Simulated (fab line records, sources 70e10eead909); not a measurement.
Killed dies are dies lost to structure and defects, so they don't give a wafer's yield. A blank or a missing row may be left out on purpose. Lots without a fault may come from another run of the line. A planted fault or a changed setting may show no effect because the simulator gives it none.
Which tool did it? | flow nand_harc | 24 lots, 72 wafers sampled, at 5 steps of a route of 1302

WHAT THE GAUGES READ, wafer by wafer
NHARC_P_CONTACT_INSPECT_27.
lot  | measured     | on                | raw_defect_count
L074 | day 6 02:41  | defect_inspect-01 | 226 232 491
L075 | day 6 08:10  | defect_inspect-02 | 221 230 304
L076 | day 6 19:21  | defect_inspect-02 | 208 255 274
L077 | day 7 09:34  | defect_inspect-02 | 261 233 235
L078 | day 7 18:53  | defect_inspect-01 | 173 239 312
L079 | day 8 01:44  | defect_inspect-02 | 360 332 220
L080 | day 8 12:59  | defect_inspect-02 | 181 245 157
L081 | day 9 03:21  | defect_inspect-01 | 227 183 451
L082 | day 9 05:24  | defect_inspect-02 | 515 313 360
L083 | day 9 18:11  | defect_inspect-01 | 235 231 207
L084 | day 10 00:25 | defect_inspect-01 | 263 246 533
L085 | day 10 18:13 | defect_inspect-01 | 323 282 314
L086 | day 10 19:14 | defect_inspect-01 | 252 295 252
L087 | day 11 13:33 | defect_inspect-02 | 571 433 279
L089 | day 12 03:57 | defect_inspect-01 | 250 157 279
L088 | day 12 04:32 | defect_inspect-02 | 365 412 465
L090 | day 12 20:13 | defect_inspect-02 | 105 244 250
L091 | day 13 01:11 | defect_inspect-02 | 243 370 298
L092 | day 13 08:00 | defect_inspect-01 | 121 253 126
L093 | day 14 02:59 | defect_inspect-02 | 377 250 290
L094 | day 14 07:12 | defect_inspect-01 | 174 146 306
L095 | day 14 15:58 | defect_inspect-02 | 585 468 130
L096 | day 15 04:54 | defect_inspect-02 | 532 635 425
L097 | day 15 23:19 | defect_inspect-02 | 536 329 231

NHARC_P_M0_INSPECT_11.
lot  | measured     | on                | raw_defect_count
L074 | day 6 03:35  | defect_inspect-02 | 4 4 2
L075 | day 6 09:11  | defect_inspect-02 | 4 5 3
L076 | day 7 00:16  | defect_inspect-01 | 2 8 5
L077 | day 7 10:28  | defect_inspect-01 | 4 4 6
L078 | day 7 19:47  | defect_inspect-01 | 4 5 5
L079 | day 8 02:45  | defect_inspect-01 | 4 4 4
L080 | day 8 14:01  | defect_inspect-01 | 3 2 3
L081 | day 9 06:26  | defect_inspect-02 | 7 4 4
L082 | day 9 06:28  | defect_inspect-01 | 1 3 5
L083 | day 9 19:05  | defect_inspect-01 | 5 7 2
L084 | day 10 01:20 | defect_inspect-02 | 4 2 8
L085 | day 10 19:15 | defect_inspect-02 | 7 2 4
L086 | day 10 20:16 | defect_inspect-01 | 4 1 3
L087 | day 11 14:35 | defect_inspect-02 | 8 7 8
L089 | day 12 04:58 | defect_inspect-01 | 9 10 7
L088 | day 12 05:25 | defect_inspect-01 | 4 4 4
L090 | day 12 21:07 | defect_inspect-02 | 5 7 2
L091 | day 13 02:05 | defect_inspect-01 | 6 4 2
L092 | day 13 09:01 | defect_inspect-01 | 12 11 13
L093 | day 14 03:59 | defect_inspect-02 | 3 2 4
L094 | day 14 08:18 | defect_inspect-01 | 1 3 2
L095 | day 14 16:59 | defect_inspect-01 | 0 4 0
L096 | day 15 05:56 | defect_inspect-02 | 9 3 7
L097 | day 16 00:21 | defect_inspect-01 | 3 2 5

NHARC_P_M1_OVL_MEAS_10: pitch 260 nm.
lot  | measured     | on         | overlay_x_nm (nm) | overlay_y_nm (nm)
L074 | day 6 07:35  | overlay-01 | 1.0 1.2 0.7       | -0.5 -0.4 -0.2
L075 | day 6 13:15  | overlay-02 | -0.5 0.6 -0.3     | 0.4 -0.2 -0.4
L076 | day 7 04:10  | overlay-01 | 0.3 0.5 0.1       | 0.9 0.7 0.4
L077 | day 7 14:29  | overlay-01 | 0.2 0.1 0.0       | -0.6 -1.0 -0.5
L078 | day 7 23:41  | overlay-02 | 0.0 0.1 0.5       | 0.1 0.1 -0.8
L079 | day 8 06:37  | overlay-01 | 0.0 -0.2 -0.8     | 0.4 0.3 0.0
L080 | day 8 18:19  | overlay-01 | -0.8 -1.0 -0.6    | -0.5 -0.3 0.0
L081 | day 9 10:25  | overlay-01 | -0.1 -0.2 -0.5    | 0.1 0.2 0.3
L082 | day 9 10:39  | overlay-02 | -0.5 -0.6 -0.4    | -1.0 -0.7 -0.6
L083 | day 9 23:05  | overlay-01 | -0.2 0.4 0.1      | 1.9 1.4 2.0
L084 | day 10 05:14 | overlay-02 | -0.6 -0.6 -1.3    | 1.0 0.8 1.3
L085 | day 10 23:20 | overlay-01 | -1.2 -1.4 -1.1    | 0.4 0.5 0.2
L086 | day 11 00:22 | overlay-02 | -0.2 0.3 0.0      | 0.0 0.3 0.4
L087 | day 11 18:34 | overlay-02 | 0.6 0.8 0.4       | -0.3 0.0 0.0
L089 | day 12 08:59 | overlay-01 | 0.0 -0.5 -0.3     | -0.3 0.7 0.6
L088 | day 12 09:29 | overlay-01 | 0.0 0.0 -0.1      | -0.9 -0.6 -1.1
L090 | day 13 01:13 | overlay-01 | 0.2 -0.4 -0.1     | -0.9 -0.8 -0.8
L091 | day 13 06:14 | overlay-01 | -0.2 -0.4 -0.4    | -0.2 0.1 0.0
L092 | day 13 13:20 | overlay-01 | 0.1 -1.0 0.1      | -1.1 -0.7 -0.4
L093 | day 14 08:01 | overlay-01 | -0.2 0.6 -0.1     | -0.8 -0.2 -0.2
L094 | day 14 12:43 | overlay-01 | -0.4 -0.2 0.2     | 0.5 0.6 0.8
L095 | day 14 20:54 | overlay-02 | 1.0 0.0 0.1       | -1.7 -1.8 -1.5
L096 | day 15 10:32 | overlay-01 | 1.0 1.4 1.4       | 0.4 0.0 -0.4
L097 | day 16 04:29 | overlay-02 | -0.8 -0.2 -0.1    | -0.9 -0.9 -1.4

NHARC_P_M1_CD_MEAS_16.
lot  | measured     | on        | cd_nm (nm)
L074 | day 6 07:59  | cd_sem-01 | 128.8 129.6 129.4
L075 | day 6 13:39  | cd_sem-02 | 130.6 130.2 130.2
L076 | day 7 04:49  | cd_sem-03 | 130.7 129.8 130.6
L077 | day 7 14:53  | cd_sem-03 | 129.1 129.3 129.9
L078 | day 8 00:05  | cd_sem-01 | 130.1 130.1 130.1
L079 | day 8 07:01  | cd_sem-02 | 129.5 130.2 129.6
L080 | day 8 18:43  | cd_sem-01 | 130.4 130.9 130.6
L081 | day 9 10:49  | cd_sem-02 | 129.4 129.4 130.3
L082 | day 9 11:03  | cd_sem-03 | 130.7 130.0 129.8
L083 | day 9 23:29  | cd_sem-01 | 129.4 129.3 130.4
L084 | day 10 05:38 | cd_sem-02 | 129.5 130.9 130.8
L085 | day 10 23:52 | cd_sem-03 | 129.2 129.8 129.9
L086 | day 11 00:49 | cd_sem-03 | 130.6 130.4 130.3
L087 | day 11 18:59 | cd_sem-02 | 129.9 129.3 129.6
L089 | day 12 09:24 | cd_sem-02 | 129.8 130.1 129.4
L088 | day 12 09:53 | cd_sem-02 | 130.3 129.5 130.3
L090 | day 13 01:37 | cd_sem-02 | 130.3 130.9 130.4
L091 | day 13 06:38 | cd_sem-03 | 130.3 129.8 130.5
L092 | day 13 13:44 | cd_sem-01 | 130.7 130.6 131.0
L093 | day 14 08:26 | cd_sem-02 | 130.2 129.3 129.5
L094 | day 14 13:07 | cd_sem-03 | 129.9 130.1 130.2
L095 | day 14 21:18 | cd_sem-01 | 129.8 130.3 129.2
L096 | day 15 10:56 | cd_sem-02 | 130.1 131.3 130.6
L097 | day 16 04:54 | cd_sem-03 | 129.9 129.9 130.6

NHARC_P_M2_INSPECT_11.
lot  | measured     | on                | raw_defect_count
L074 | day 6 11:50  | defect_inspect-01 | 7 3 4
L075 | day 6 17:26  | defect_inspect-01 | 5 5 2
L076 | day 7 08:57  | defect_inspect-02 | 8 9 4
L077 | day 7 18:40  | defect_inspect-02 | 3 5 2
L078 | day 8 03:52  | defect_inspect-02 | 2 6 5
L079 | day 8 10:48  | defect_inspect-01 | 5 5 4
L080 | day 8 22:23  | defect_inspect-02 | 4 4 1
L081 | day 9 14:36  | defect_inspect-01 | 7 4 3
L082 | day 9 14:53  | defect_inspect-02 | 5 8 9
L083 | day 10 03:18 | defect_inspect-01 | 3 8 4
L084 | day 10 09:22 | defect_inspect-02 | 6 1 7
L085 | day 11 03:48 | defect_inspect-02 | 5 4 4
L086 | day 11 04:28 | defect_inspect-01 | 1 2 5
L087 | day 11 22:46 | defect_inspect-01 | 13 8 9
L089 | day 12 13:17 | defect_inspect-02 | 9 9 6
L088 | day 12 13:37 | defect_inspect-01 | 5 6 5
L090 | day 13 05:23 | defect_inspect-01 | 9 10 8
L091 | day 13 10:38 | defect_inspect-01 | 5 5 0
L092 | day 13 17:26 | defect_inspect-02 | 10 13 15
L093 | day 14 12:42 | defect_inspect-02 | 4 9 5
L094 | day 14 17:00 | defect_inspect-02 | 2 1 2
L095 | day 15 01:06 | defect_inspect-01 | 4 3 3
L096 | day 15 14:38 | defect_inspect-02 | 9 5 6
L097 | day 16 08:42 | defect_inspect-01 | 2 2 4

WHICH TOOL RAN EACH LOT (tool, then ch and the chambers of the sampled wafers, then the start)
The record holds no process step before these readings.

WHAT THE TOOLS THEMSELVES READ (means of the sampled wafers that have a number; where no wafer has one, the mark that the record gives instead)
The record holds no such reading with a usual standard deviation.

THE ANSWER, worked out from the rows above alone
Rule: what is usual is taken from the lots themselves. Put in order of their means at a reading, lots are off if they are a third of the lots or fewer, leave a main group of 4 or more, and stand apart from it by a gap of 3 or more times the standard deviation of the main group's means; of several such gaps the widest counts. A main group whose means are all the same, to the digits that the tables above print for the reading, isn't used. A lot without any number at a reading at which 4 lots or more have one is off too. The other lots that the step has rows for count as sound. The gauges are gone through in route order, then the tools' own readings, and for those a lot's mean is taken as printed above. The first step at which some lot is off is used, and at that step the reading that is off furthest; a lot without a number counts as furthest.
No lot is off at any reading shown: from this, nothing can be told.

WHAT THE SIMULATOR HAD PUT IN
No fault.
